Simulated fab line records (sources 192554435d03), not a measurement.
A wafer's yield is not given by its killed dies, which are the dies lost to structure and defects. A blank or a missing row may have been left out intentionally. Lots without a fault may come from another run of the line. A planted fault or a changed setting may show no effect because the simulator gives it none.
Matching of chambers	flow n5Finfet	uvCure-02 running N5_BEOL_M11_CURE_72: 3 sister chambers
The step cures SiCOH lowk, time 120 s. 22 wafers are shown with their chamber, then 11 later ones without.

== WAFERS, EACH WITH ITS CHAMBER ==
wafer	chamber	wafer_temp_C_max	lampPowerPct (%)
L074.1	0	371.5	52.36
L074.4	0	371.1	52.15
L074.6	0	370.9	52.30
L074.2	0	371.5	52.32
L074.3	0	370.7	52.31
L074.5	0	370.9	52.33
L078.1	2	372.6	52.34
L078.2	2	372.2	52.21
L078.4	2	371.1	52.31
L079.1	2	371.9	52.34
L079.3	2	371.3	52.27
L079.6	2	371.5	52.29
L083.2	1	372.2	52.31
L083.3	1	371.9	52.37
L083.4	1	372.6	52.35
L089.1	2	372.0	52.28
L089.2	2	371.3	52.37
L089.6	2	372.1	52.18
L088.1	0	371.1	52.29
L088.3	0	371.2	52.41
L088.4	0	371.3	52.28
L087.3	2	371.8	52.33

SIGNATURES (averages over the wafers above)
reading	chamber 0	chamber 1	chamber 2	scatter within a chamber
wafer_temp_C_max	371.133	372.233	371.780	0.388
lampPowerPct	52.3056	52.3433	52.2920	0.0624
Rule: for a wafer and a chamber, the distance is found by dividing, reading by reading, the gap between the wafer's reading and the chamber's mean by the reading's scatter, squaring, summing and taking the root. The wafer belongs to the nearest chamber; if the next one is less than 2 further off, it can't be placed. The scatter: take each reading less its chamber's mean, square it, sum over the shown wafers, divide by the number of wafers less the number of chambers, and take the root.

== WAFERS WITHOUT THEIR CHAMBER ==
wafer	wafer_temp_C_max	lampPowerPct (%)
L087.4	371.9	52.33
L087.6	371.4	52.41
L090.1	371.5	52.29
L090.2	372.4	52.33
L090.4	372.7	52.28
L093.1	371.5	52.42
L093.2	371.2	52.26
L093.5	371.4	52.29
L094.1	371.8	52.26
L094.3	371.7	52.32
L094.5	372.4	52.31

== WHICH CHAMBER EACH ONE RAN IN ==
wafer	from the rows above	in truth
L087.4	can't be placed: 2 or 1 or 0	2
L087.6	can't be placed: 0 or 2 or 1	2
L090.1	can't be placed: 2 or 0 or 1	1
L090.2	can't be placed: 1 or 2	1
L090.4	can't be placed: 1 or 2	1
L093.1	can't be placed: 0 or 2 or 1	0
L093.2	can't be placed: 0 or 2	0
L093.5	can't be placed: 0 or 2 or 1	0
L094.1	can't be placed: 2 or 1 or 0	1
L094.3	can't be placed: 2 or 1 or 0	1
L094.5	can't be placed: 1 or 2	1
0 of 11 placed correctly. Not placeable from these rows: 11 (in 11, the candidates include the true chamber). Wrongly placed: 0.
